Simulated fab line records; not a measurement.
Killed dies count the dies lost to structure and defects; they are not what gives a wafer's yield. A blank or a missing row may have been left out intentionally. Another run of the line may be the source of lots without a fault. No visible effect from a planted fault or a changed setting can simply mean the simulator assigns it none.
Chamber matching    flow n5-finfet    N5_BEOL_M13_ILD_DEP_00 on pecvd-01 has 3 sister chambers
The step deposits SiOC from DEMS/O2, target thk 837.92 nm, time 166.4 s. 14 wafers are shown with their chamber, then 7 later ones without.

== WAFERS WITH THEIR CHAMBER ==
wafer   chamber  showerhead-vpp-V (V)  showerhead-plenum-p-Torr (Torr)  throttle-valve-pct (%)
L078.1  0        1518                  5.726                            12.0
L078.5  2        1333                  5.652                            11.1
L078.6  1        1418                  5.675                            11.7
L079.2  1        1406                  5.680                            11.4
L079.4  0        1500                  5.715                            12.1
L079.6  2        1311                  5.651                            11.1
L080.4  1        1421                  5.678                            11.4
L080.5  2        1331                  5.661                            10.7
L080.6  0        1521                  5.730                            11.8
L081.1  0        1498                  5.715                            12.1
L081.2  1        1432                  5.656                            11.4
L081.5  2        1319                  5.649                            11.1
L088.2  0        1534                  5.722                            11.7
L088.4  0        1472                  5.716                            12.1

SIGNATURES (averages over the wafers above)
reading                   chamber 0  chamber 1  chamber 2  scatter within a chamber
showerhead-vpp-V          1507.17    1419.25    1323.50    16.7
showerhead-plenum-p-Torr  5.72067    5.67225    5.65325    0.0077
throttle-valve-pct        11.967     11.475     11.000     0.176
Rule: distance of a wafer from a chamber = root of the sum over the readings of ((wafer's reading minus chamber's mean) / reading's scatter) squared. If the next closest chamber is less than 2 further off than the closest, the wafer can't be placed; otherwise it belongs to the closest. How the scatter is found: for the shown wafers, subtract from each reading the mean of its chamber, square and add these, divide the total by (wafers less chambers), then take the root.

== WAFERS WITH NO CHAMBER GIVEN ==
wafer   showerhead-vpp-V (V)  showerhead-plenum-p-Torr (Torr)  throttle-valve-pct (%)
L088.6  1312                  5.653                            11.2
L090.3  1515                  5.714                            12.0
L090.5  1506                  5.716                            11.9
L090.6  1420                  5.667                            11.6
L096.1  1527                  5.713                            12.3
L096.2  1330                  5.667                            11.2
L096.3  1390                  5.656                            11.7

== THE CHAMBER EACH PASSED THROUGH ==
wafer   from the rows above  in truth
L088.6  2                    2
L090.3  0                    0
L090.5  0                    0
L090.6  1                    1
L096.1  0                    0
L096.2  2                    2
L096.3  1                    1
Correct placement for 7 of the 7. Can't be placed from these rows: 0. Number placed wrongly: 0.
